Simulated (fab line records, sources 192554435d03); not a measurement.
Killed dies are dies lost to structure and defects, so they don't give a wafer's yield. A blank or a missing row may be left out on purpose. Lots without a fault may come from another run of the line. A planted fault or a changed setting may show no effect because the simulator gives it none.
fab line records | flow n5_finfet
record lots=6 wafers=18 last_day=17
route steps=1938 shown FIN_SAQP@93 BEOL_M4@1111 PASSIVATION@1936
lots that met no fault: from a run of the same line without faults
start_h: hours from the record's first day to the start of the lot's first wafer shown | wait_h: hours since the lot's step before | " the same as in the row above | L1.1+2: a row that stands for several wafers | - no value, or no start given | * or withheld: withheld | < > ~ a bound
route shown NAME@n: a module of which the file shows steps, and the number in the route of the first | usual: mean/standard deviation of fault-free wafers | same: alike in all rows | chamber/n: place in a boat | sites: the reading at each site | _std_site: their standard deviation | _edge_site: outer sites' mean less inner sites' | radius_mm: how far each site lies from the wafer's centre | mask NAME#n: copy n | behind: the tool/chamber that last shaped the wafer | hold: why the lot was held/for how many hours/how that ended | device: the transistor (n, p or np) that didn't switch | end of line: the same wafers' tests at the end of the route | a step without rows: its recipe alone | killed: dies lost to structure and defects at the first sort, not the wafer's yield | map: a wafer's dies, x killed, . not, _ none there
set.NAME: the setting as run; set.NAME@STEP: as run at that earlier step | model.NAME: the simulator's own value behind a step, which no gauge read
lots at some steps of the route; a table a step, a row a wafer
services: from which hour (start_h, from the record's first day; less than 0 if before it) a tool's chamber was out of use, for how many hours, and why
## steps
# step N5_FIN_SAQP_SRD_01
# recipe dry=ipa_marangoni time_s=30 temp_c=23 rinse_liquid=diw
# step N5_FIN_SAQP_ALD_61
# recipe material=SiO2 target_thk_a=40 temp_c=300 ald_precursor_family=BDEAS ald_co_reactant=O2-plasma pulse_time_s=1 purge_time_s=2 co_reactant_purge_time_s=2 ald_cycles=43 pressure_torr=2
# usual heater_power_w=459/41 precursor_pulse_height_rel=1.000/0.021
# columns lot.wafer tool chamber start_h wait_h heater_power_w precursor_pulse_height_rel
L720.2 ald_sin-01 1 32.39 0.1 456 0.976
L720.5 " 0 " " 490 1.002
L720.6 " 3 " " 519 1.033
L722.2 ald_sin-04 0 44.46 0.0 396 1.011
L722.4 " 1 " " 470 1.002
L722.5 " 2 " " 493 1.000
L723.2 ald_sin-03 1 51.00 0.1 467 0.991
L723.4 " 0 " " 524 0.949
L723.6 " 3 " " 435 1.013
L727.3 ald_sin-04 1 74.46 0.0 453 0.981
L727.5 " 2 " " 485 1.021
L727.6 " 1 " " 465 1.019
L737.1 ald_sin-04 1 134.37 0.0 475 0.975
L737.3 " 2 " " 503 1.027
L737.5 " 1 " " 454 0.991
L740.4 ald_sin-03 3 152.58 0.0 425 0.991
L740.5 " 0 " " 521 0.983
L740.6 " 1 " " 462 0.995
# step N5_FIN_SAQP_DENSIFY_62
# recipe temp_c=700 time_s=60 ambient=N2 idle_temp_c=600 ramp_up_c_per_s=150 ramp_down_c_per_s=60 cool_to_c=600
# step N5_FIN_SAQP_HM_DEP_03
# recipe material=SiNx target_thk_a=380 temp_c=400 precursor=SiH4/NH3/N2 pressure_torr=1.5 rf_w=300 time_s=33.6
# step N5_FIN_SAQP_THK_MEAS_05
# usual thk_nm=37.9/0.48
# columns lot.wafer tool chamber start_h wait_h thk_nm
L720.2 film_metro-02 - 32.89 0.1 37.8
L720.5 " - " " 38.8
L720.6 " - " " 37.8
L722.2 film_metro-01 - 45.35 0.1 36.9
L722.4 " - " " 38.3
L722.5 " - " " 37.6
L723.2 film_metro-01 - 51.54 0.1 37.8
L723.4 " - " " 38.2
L723.6 " - " " 38.2
L727.3 film_metro-02 - 74.96 0.1 37.6
L727.5 " - " " 38.6
L727.6 " - " " 38.7
L737.1 film_metro-02 - 134.87 0.1 37.1
L737.3 " - " " 37.7
L737.5 " - " " 37.5
L740.4 film_metro-02 - 153.23 0.0 38.4
L740.5 " - " " 38.8
L740.6 " - " " 37.9
# step N5_FIN_SAQP_PECVD_47
# recipe material=a-Si target_thk_a=450 temp_c=400 precursor=SiH4/He pressure_torr=3 rf_w=100 time_s=36.3
# usual heater_power_w=899/110 showerhead_plenum_p_Torr=5.70/0.041 throttle_valve_pct=18.0/0.77
# columns lot.wafer tool chamber start_h wait_h heater_power_w showerhead_plenum_p_Torr throttle_valve_pct
L720.2 pecvd-04 1 32.93 0.0 962 5.65 19.3
L720.5 " 1 " " 1008 5.65 19.3
L720.6 " 0 " " 897 5.68 17.4
L722.2 pecvd-02 2 45.39 0.0 643 5.68 17.4
L722.4 " 2 " " 665 5.67 17.2
L722.5 " 0 " " 857 5.78 17.9
L723.2 pecvd-01 0 51.58 0.0 825 5.65 18.0
L723.4 " 1 " " 965 5.68 18.8
L723.6 " 0 " " 835 5.65 18.2
L727.3 pecvd-04 2 75.02 0.1 903 5.73 16.7
L727.5 " 1 " " 1053 5.63 19.5
L727.6 " 2 " " 897 5.73 16.8
L737.1 pecvd-01 1 134.91 0.0 943 5.69 18.7
L737.3 " 2 " " 1028 5.74 17.8
L737.5 " 2 " " 1039 5.74 17.8
L740.4 pecvd-02 2 153.28 0.1 690 5.68 17.5
L740.5 " 1 " " 710 5.67 18.6
L740.6 " 0 " " 879 5.78 17.9
# step N5_FIN_SAQP_PECVD_48
# recipe material=SiNx target_thk_a=250 temp_c=400 precursor=SiH4/NH3/N2 pressure_torr=1.5 rf_w=300 time_s=22.1
# usual heater_power_w=834/110 showerhead_plenum_p_Torr=5.18/0.055 throttle_valve_pct=39.5/1.7
# columns lot.wafer tool chamber start_h wait_h heater_power_w showerhead_plenum_p_Torr throttle_valve_pct
L720.2 pecvd-04 1 32.99 0.0 966 5.13 41.7
L720.5 " 1 " " 967 5.13 42.6
L720.6 " 0 " " 863 5.15 38.2
L722.2 pecvd-02 2 45.43 0.0 643 5.16 38.2
L722.4 " 2 " " 648 5.16 38.0
L722.5 " 0 " " 826 5.29 39.1
L723.2 pecvd-01 0 51.62 0.0 746 5.12 39.8
L723.4 " 1 " " 855 5.18 41.3
L723.6 " 0 " " 768 5.12 39.4
L727.3 pecvd-04 2 75.08 0.0 866 5.23 36.9
L727.5 " 1 " " 946 5.12 42.2
L727.6 " 2 " " 861 5.22 36.5
L737.1 pecvd-01 1 134.95 0.0 810 5.18 41.1
L737.3 " 2 " " 873 5.26 39.1
L737.5 " 2 " " 872 5.25 39.0
L740.4 pecvd-02 2 153.32 0.0 627 5.15 38.3
L740.5 " 1 " " 704 5.16 40.5
L740.6 " 0 " " 866 5.29 39.1
# step N5_FIN_SAQP_PECVD_06
# recipe material=a-Si target_thk_a=600 temp_c=400 precursor=SiH4/He pressure_torr=3 rf_w=100 time_s=48.1
# step N5_FIN_SAQP_THK_MEAS_07
# usual thk_nm=60.3/0.75
# columns lot.wafer tool chamber start_h wait_h thk_nm
L720.2 film_metro-02 - 33.17 0.1 60.1
L720.5 " - " " 60.6
L720.6 " - " " 60.9
L722.2 film_metro-02 - 45.56 0.1 59.9
L722.4 " - " " 60.4
L722.5 " - " " 60.1
L723.2 film_metro-02 - 51.75 0.1 59.7
L723.4 " - " " 61.5
L723.6 " - " " 59.9
L727.3 film_metro-01 - 75.24 0.1 61.4
L727.5 " - " " 60.5
L727.6 " - " " 60.9
L737.1 film_metro-02 - 135.08 0.1 60.0
L737.3 " - " " 60.2
L737.5 " - " " 61.2
L740.4 film_metro-01 - 153.43 0.0 60.7
L740.5 " - " " 60.9
L740.6 " - " " 61.4
# step N5_FIN_SAQP_HM_DEP_72
# recipe material=SiO2 target_thk_a=120 temp_c=400 precursor=SiH4/N2O pressure_torr=0.75 rf_w=275 time_s=7.2
# usual heater_power_w=801/120 showerhead_plenum_p_Torr=8.25/0.12
# columns lot.wafer tool chamber start_h wait_h heater_power_w showerhead_plenum_p_Torr
L720.2 pecvd-01 0 33.21 0.0 748 8.10
L720.5 " 2 " " 830 8.37
L720.6 " 0 " " 764 8.09
L722.2 pecvd-02 0 45.59 0.0 783 8.45
L722.4 " 0 " " 804 8.46
L722.5 " 1 " " 751 8.19
L723.2 pecvd-02 2 51.78 0.0 659 8.17
L723.4 " 0 " " 864 8.47
L723.6 " 1 " " 689 8.18
L727.3 pecvd-01 1 75.28 0.0 898 8.23
L727.5 " 2 " " 944 8.36
L727.6 " 0 " " 789 8.10
L737.1 pecvd-02 0 135.11 0.0 856 8.46
L737.3 " 2 " " 576 8.20
L737.5 " 2 " " 580 8.18
L740.4 pecvd-04 0 153.49 0.1 865 8.18
L740.5 " 1 " " 986 8.11
L740.6 " 2 " " 841 8.34
# step N5_FIN_SAQP_COAT_49
# recipe resist=SOC temp_c=250 time_s=60 spin_rpm=1500 resist_thk_nm=100
# step N5_FIN_SAQP_COAT_50
# recipe resist=SiARC temp_c=220 time_s=60 spin_rpm=1500 resist_thk_nm=35
# step N5_FIN_SAQP_COAT_10
# recipe resist=CAR-ArF spin_rpm=1500 resist_thk_nm=90
# usual spin_speed_rpm=1500.1/0.97
# columns lot.wafer tool chamber start_h wait_h spin_speed_rpm model.CAR-ArF_of_FIN_SAQP_COAT_10.thk_nm
L720.2 litho_track-02 0 33.31 - 1499.2 90.12
L720.5 " 0 " " 1501.0 89.85
L720.6 " 0 " " 1501.4 89.84
L722.2 litho_track-05 0 45.68 - 1501.7 90.03
L722.4 " 0 " " 1498.0 90.04
L722.5 " 0 " " 1500.1 89.74
L723.2 litho_track-02 0 51.86 - 1423.9 92.51
L723.4 " 0 " " 1424.4 92.47
L723.6 " 0 " " 1425.1 92.3
L727.3 litho_track-02 0 75.36 - 1425.3 92.64
L727.5 " 0 " " 1426.0 92.78
L727.6 " 0 " " 1423.7 92.49
L737.1 litho_track-02 0 135.20 - 1499.3 90.11
L737.3 " 0 " " 1498.8 90.1
L737.5 " 0 " " 1500.4 90.53
L740.4 litho_track-01 0 153.55 - 1499.2 89.96
L740.5 " 0 " " 1497.4 89.7
L740.6 " 0 " " 1498.3 89.73
# step N5_FIN_SAQP_EBR_12
# recipe solvent=PGMEA ebr_width_mm=1.5
# step N5_FIN_SAQP_SOFTBAKE_11
# recipe temp_c=110 time_s=60 resist=CAR-ArF
# step N5_FIN_SAQP_EXPOSE_13
# recipe mask_id=FIN_CORE na=1.35 source_shape=dipole sigma_inner=0.538 sigma_outer=0.738 polarization=te target_cd_nm=35.6 dose_mj=63.25
# step N5_FIN_SAQP_PEB_14
# recipe peb_temp_c=withheld peb_time_s=60 resist=CAR-ArF
# step N5_FIN_SAQP_DEVELOP_15
# recipe develop_time_s=30 developer=TMAH resist=CAR-ArF dev_temp_c=23 rinse_liquid=diw dry=air_spin
# step N5_FIN_SAQP_CD_MEAS_16
# recipe target_cd_nm=35.6 landing_energy_ev=500 detector=se_inlens
# usual cd_nm=35.4/0.34
# columns lot.wafer tool chamber start_h wait_h cd_nm
L720.2 cd_sem-03 0 33.68 - 35.2
L720.5 " 0 " " 35.3
L720.6 " 0 " " 35.0
L722.2 cd_sem-01 0 46.04 - 35.7
L722.4 " 0 " " 35.6
L722.5 " 0 " " 35.3
L723.2 cd_sem-03 0 52.23 - 35.4
L723.4 " 0 " " 35.3
L723.6 " 0 " " 35.8
L727.3 cd_sem-02 0 75.73 - 36.0
L727.5 " 0 " " 35.6
L727.6 " 0 " " 35.3
L737.1 cd_sem-03 0 135.43 - 35.6
L737.3 " 0 " " 34.9
L737.5 " 0 " " 35.3
L740.4 cd_sem-03 0 153.92 - 35.1
L740.5 " 0 " " 34.9
L740.6 " 0 " " 35.5
# step N5_FIN_SAQP_OVL_MEAS_17
# recipe points_per_wafer=44
# usual FIN_CORE_OVL=-0.4/0.83
# columns lot.wafer tool chamber start_h wait_h FIN_CORE_OVL[nm]
L720.2 overlay-01 0 33.72 0.0 0.6
L720.5 " 0 " " 0.5
L720.6 " 0 " " -0.9
L722.2 overlay-01 0 46.08 0.0 -1.1
L722.4 " 0 " " -0.6
L722.5 " 0 " " 0.2
L723.2 overlay-01 0 52.27 0.0 -1.3
L723.4 " 0 " " -1.3
L723.6 " 0 " " -0.1
L727.3 overlay-01 0 75.76 0.0 0.9
L727.5 " 0 " " -0.7
L727.6 " 0 " " -0.5
L737.1 overlay-01 0 135.47 0.0 -0.1
L737.3 " 0 " " -0.2
L737.5 " 0 " " -2.8
L740.4 overlay-01 0 153.96 0.0 -1.3
L740.5 " 0 " " -0.2
L740.6 " 0 " " -0.9
# step N5_FIN_SAQP_INSPECT_18
# recipe mode=adi inspect_instrument=brightfield
# usual raw_defect_count=421/110
# columns lot.wafer tool chamber start_h wait_h raw_defect_count
L720.2 defect_inspect-01 - 33.74 0.0 308
L720.5 " - " " 389
L720.6 " - " " 292
L722.2 defect_inspect-02 - 46.11 0.0 346
L722.4 " - " " 391
L722.5 " - " " 490
L723.2 defect_inspect-02 - 52.29 0.0 346
L723.4 " - " " 237
L723.6 " - " " 497
L727.3 defect_inspect-02 - 75.79 0.0 674
L727.5 " - " " 601
L727.6 " - " " 610
L737.1 defect_inspect-02 - 135.50 0.0 426
L737.3 " - " " 262
L737.5 " - " " 299
L740.4 defect_inspect-02 - 153.98 0.0 360
L740.5 " - " " 406
L740.6 " - " " 550
# step N5_FIN_SAQP_DESCUM_21
# recipe chemistry=O2 time_s=7.9 source_power_w=50 bias_power_w=20 pressure_mtorr=20 rf_frequency_hz=2.712e+07 temp_c=40 resist=CAR-ArF o2_flow_sccm=225
# usual drypump_motor_current_A=5.6/0.44 oes_product_au=0.78/0.064 rf_vpp_V=243.8/1.2 showerhead_plenum_p_Torr=2.14/0.057 throttle_valve_pct=20.37/0.21
# columns lot.wafer tool chamber start_h wait_h drypump_motor_current_A oes_product_au rf_hours_counter_h rf_vpp_V showerhead_plenum_p_Torr throttle_valve_pct
L720.2 rie_diel-04 2 33.78 0.0 6.1 0.74 186 241.7 2.09 20.29
L720.5 " 0 " " 6.1 0.79 - 244.0 2.12 20.69
L720.6 " 3 " " 5.9 0.76 - 244.4 2.19 20.38
L722.2 rie_diel-03 1 46.23 0.1 5.4 0.81 95 244.3 2.11 20.08
L722.4 " 0 " " 5.3 0.86 - 245.4 2.22 20.12
L722.5 " 2 " " 5.2 0.82 - 244.3 2.10 20.17
L723.2 rie_diel-04 3 52.33 0.0 5.9 0.75 163 243.7 2.19 20.38
L723.4 " 3 " " 5.9 0.75 - 244.1 2.18 20.37
L723.6 " 0 " " 6.1 0.78 - 243.7 2.11 20.71
L727.3 rie_diel-04 1 75.82 0.0 6.0 0.93 7 243.2 2.14 20.51
L727.5 " 2 " " 6.1 0.72 - 242.2 2.09 20.30
L727.6 " 1 " " 6.0 0.93 - 245.6 2.14 20.50
L737.1 rie_diel-03 3 135.60 0.1 6.0 0.68 236 244.3 2.17 20.56
L737.3 " 0 " " 5.3 0.82 90 244.5 2.21 20.19
L737.5 " 3 " " 5.9 0.68 - 244.7 2.18 20.55
L740.4 rie_diel-01 2 154.01 0.0 4.8 0.72 169 240.6 2.01 20.60
L740.5 " 3 " " 6.1 0.86 - 245.4 2.20 20.08
L740.6 " 2 " " 4.8 0.73 - 242.6 2.01 20.60
# step N5_FIN_SAQP_ETCH_51
# recipe chemistry=CF4 target=SiARC target_depth_a=455 mask_material=CAR-ArF time_s=75.8 ion_energy_ev=80 pressure_mtorr=40 source_w=545 bias_w=36 Ar_flow_sccm=100 cf4_flow_sccm=100 ends=cleared
# usual drypump_motor_current_A=5.6/0.44 etch_rf_on_time_s=75.3/1.3 oes_product_au=0.67/0.054 rf_vpp_V=184.5/1 showerhead_plenum_p_Torr=2.17/0.057 throttle_valve_pct=15.53/0.16
# columns lot.wafer tool chamber start_h wait_h drypump_motor_current_A etch_rf_on_time_s oes_product_au rf_hours_counter_h rf_vpp_V showerhead_plenum_p_Torr throttle_valve_pct model.CAR-ArF_of_FIN_SAQP_COAT_10.thk_nm
L720.2 rie_diel-04 2 33.81 0.0 6.1 75.7 0.63 186 184.2 2.13 15.48 50.99
L720.5 " 0 " " 6.0 76.3 0.69 - 183.3 2.15 15.74 50.67
L720.6 " 3 " " 5.9 75.9 0.65 - 185.1 2.22 15.50 50.64
L722.2 rie_diel-03 1 46.27 0.0 5.4 76.0 0.69 95 184.1 2.16 15.30 51.18
L722.4 " 0 " " 5.3 73.8 0.74 - 185.1 2.25 15.25 51.1
L722.5 " 2 " " 5.2 72.8 0.70 - 183.7 2.16 15.41 50.71
L723.2 rie_diel-04 3 52.36 0.0 5.9 75.1 0.65 163 184.9 2.22 15.54 53.34
L723.4 " 3 " " 5.9 75.9 0.64 - 184.9 2.22 15.52 53.18
L723.6 " 0 " " 6.1 76.3 0.67 - 185.6 2.15 15.77 53.09
L727.3 rie_diel-04 1 75.85 0.0 6.0 75.6 0.78 7 184.0 2.18 15.55 53.51
L727.5 " 2 " " 6.1 75.6 0.62 - 185.4 2.12 15.50 53.57
L727.6 " 1 " " 6.0 75.2 0.79 - 186.1 2.18 15.58 53.38
L737.1 rie_diel-03 3 135.64 0.0 5.9 75.9 0.58 236 184.6 2.21 15.73 50.75
L737.3 " 0 " " 5.3 75.9 0.70 90 185.1 2.24 15.33 50.82
L737.5 " 3 " " 5.9 76.9 0.58 - 184.6 2.21 15.72 51.11
L740.4 rie_diel-01 2 154.05 0.0 4.8 75.9 0.62 169 182.7 2.05 15.68 50.92
L740.5 " 3 " " 6.2 74.3 0.74 - 186.7 2.28 15.46 50.54
L740.6 " 2 " " 4.8 76.0 0.62 - 182.0 2.05 15.70 50.66
# step N5_FIN_SAQP_ETCH_52
# recipe chemistry=N2/H2 target=SOC target_depth_a=1000 overetch_a=200 mask_material=SiARC temp_c=40 time_s=150 ion_energy_ev=200 pressure_mtorr=30 source_w=840 bias_w=150 n2_flow_sccm=200 h2_flow_sccm=200 ends=end_point
# step N5_BEOL_M4_RC_MEAS_101
# usual DIBL_N=36.2/1.7 DIBL_P=36.2/2.2 IOFF_N=0.16/0.035 IOFF_P=0.21/0.042 ION_N=673/13 ION_P=462/7.9 SS_N=71.4/0.59 SS_P=73.2/0.7 VT_N=250/3.6 VT_P=-251/3.5
# columns lot.wafer tool chamber start_h wait_h DIBL_N[mV/V] DIBL_P[mV/V] IOFF_N[nA/um] IOFF_P[nA/um] ION_N[uA/um] ION_P[uA/um] SS_N[mV/dec] SS_P[mV/dec] VT_N[mV] VT_P[mV]
L720.2 prober-01 0 173.64 0.2 34.1 35.7 0.13 0.20 661 463 71.9 73.1 253 -252
L720.5 " 0 " " 35.0 36.5 0.15 0.22 676 473 71.0 73.6 251 -249
L720.6 " 0 " " 35.7 37.8 0.17 0.24 680 468 71.6 73.5 248 -247
L722.2 prober-02 0 178.33 0.2 35.6 35.1 0.16 0.21 672 465 70.8 73.2 249 -251
L722.4 " 0 " " 33.1 32.7 0.11 0.16 654 456 70.4 72.1 255 -253
L722.5 " 0 " " 35.7 36.2 0.16 0.23 674 462 71.2 73.7 247 -248
L723.2 prober-01 0 188.80 0.2 39.6 38.3 0.23 0.27 694 476 72.3 74.5 244 -246
L723.4 " 0 " " 35.0 34.4 0.12 0.20 647 460 71.2 72.3 253 -250
L723.6 " 0 " " 39.2 39.1 0.21 0.30 688 468 72.3 74.3 246 -245
L727.3 prober-01 0 233.78 0.3 36.2 37.8 0.16 0.23 667 467 71.5 73.9 251 -248
L727.5 " 0 " " 37.1 37.8 0.16 0.23 673 463 71.8 73.4 247 -247
L727.6 " 0 " " 36.7 36.5 0.15 0.21 663 459 71.7 73.4 252 -252
L737.1 prober-01 0 287.80 0.0 37.7 35.8 0.18 0.20 674 459 70.9 72.5 249 -249
L737.3 " 0 " " 38.4 36.5 0.17 0.21 670 454 71.9 73.7 251 -252
L737.5 " 0 " " 36.7 34.2 0.15 0.18 659 451 71.3 73.1 253 -251
L740.4 prober-02 0 304.08 0.5 35.5 34.0 0.13 0.18 673 461 70.5 72.0 252 -250
L740.5 " 0 " " 36.7 36.2 0.15 0.22 663 464 70.8 73.2 249 -248
L740.6 " 0 " " 33.2 31.4 0.10 0.15 646 458 70.2 71.6 259 -254
# step N5_PASSIVATION_PROBE_49
# usual defect_limited_yield=91.4/1.4 killed_at_M0_to_M3=31/10 killed_at_M4_up=14/5.6 killed_at_contacts=13/6.3 killed_at_front_end=39/10 killed_at_other=4/3.1 killed_dies=101/16 killed_on_rim=13/3.9 killed_open=65/13 killed_short=34/7.2 sort_bin_5_function=5.1/0.88 sort_bin_6_memory=3.2/0.66 sort_n_pass=1079/16 sort_yield_pct=91.4/1.4
# same gross_dies=1180 killed_at_back_side=0 sort_bin_4_leakage[%]=0 sort_bin_8_speed[%]=0
# columns lot.wafer tool chamber start_h wait_h defect_limited_yield[%] killed_at_M0_to_M3 killed_at_M4_up killed_at_contacts killed_at_front_end killed_at_other killed_dies killed_on_rim killed_open killed_short sort_bin_5_function[%] sort_bin_6_memory[%] sort_n_pass sort_yield_pct[%]
L727.3 prober-02 - 332.78 0.2 92.1 36 11 11 34 1 93 10 64 28 5.1 2.8 1087 92.1
L727.5 prober-02 - 332.88 0.3 91.9 25 10 11 47 2 95 9 62 32 4.7 3.4 1085 91.9
L727.6 prober-02 - 332.93 0.3 92.4 30 4 26 26 4 90 10 53 36 4.4 2.8 1090 92.4
# killed by level:class
L727.3 BEOL_M0_SAQP:geometric_particle:open=14 BEOL_M0_SAQP:geometric_particle:short=11 FIN_SAQP:geometric_particle:open=9 FIN_SAQP:geometric_particle:short=7 MOL_CONTACT_COAG:geometric_particle:open=7 BEOL_M2:geometric_particle:open=6 DUMMY_GATE:geometric_particle:open=4 MOL_CONTACT_COAG:geometric_particle:short=4
L727.5 FIN_SAQP:geometric_particle:open=12 BEOL_M0_SAQP:geometric_particle:open=11 FIN_SAQP:geometric_particle:short=9 MOL_CONTACT_COAG:geometric_particle:open=9 BEOL_M1:geometric_particle:open=7 ILD0:geometric_particle:short=5 SPACER0:geometric_particle:short=4 SPACER0:geometric_particle:open=3
L727.6 MOL_CONTACT_COAG:geometric_particle:open=20 BEOL_M0_SAQP:geometric_particle:short=8 MOL_CONTACT_COAG:geometric_particle:short=6 BEOL_M0_SAQP:geometric_particle:open=6 BEOL_M2:geometric_particle:open=5 BEOL_M3:geometric_particle:open=5 GATE_CUT:geometric_particle:short=4 FIN_SAQP:geometric_particle:short=3
## services
# columns tool chamber start_h hours kind
pecvd-04 - 9.80 0.4 repair
rie_diel-01 - 10.29 2.8 pm
rie_diel-03 2 11.22 15.4 repair
ald_sin-03 0 27.55 14.9 repair
pecvd-01 1 29.62 5.5 scheduled_down
ald_sin-03 1 37.18 3.1 repair
rie_diel-04 1 39.38 - clean
rie_diel-04 1 39.38 - consumable_replace:focus_ring
rie_diel-04 1 39.38 14.2 scheduled_down
rie_diel-04 1 39.38 14.2 vent_cycle
ald_sin-01 2 47.12 3.7 repair
rie_diel-01 0 51.63 3.6 repair
ald_sin-03 0 72.19 9.3 repair
pecvd-02 2 76.46 5.5 scheduled_down
pecvd-02 0 81.92 2.1 scheduled_down
pecvd-01 - 83.17 6.0 pm
ald_sin-04 - 85.25 14.0 pm
pecvd-01 - 89.86 14.6 pm
pecvd-04 - 92.00 5.5 pm
rie_diel-01 0 112.49 8.4 repair
pecvd-01 0 121.18 2.1 scheduled_down
pecvd-04 - 125.98 2.8 pm
rie_diel-03 - 150.21 4.3 pm
ald_sin-04 2 153.16 4.9 repair
## key
first_sign step=N5_FIN_SAQP_COAT_10 reading=spin_speed_rpm direction=down sigmas=77 usual=* struck=*
effect none on later readings
model_effect step=N5_FIN_SAQP_COAT_10 value=CAR-ArF_of_FIN_SAQP_COAT_10.thk_nm without=90.16 struck=92.53
model_effect step=N5_FIN_SAQP_ETCH_51 value=CAR-ArF_of_FIN_SAQP_COAT_10.thk_nm without=50.97 struck=53.35
met_at N5_FIN_SAQP_COAT_10
struck_wafers L723.2,L723.4,L723.6,L727.3,L727.5,L727.6
onset_between 33.31 51.86
fault kind=process_parameter_drift tool=litho_track-02 chamber=- onset_h=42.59 steps=N5_FIN_SAQP_COAT_10 channel=spin_rpm offset=* shape=step end_h=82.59 acts_in=* stated=*
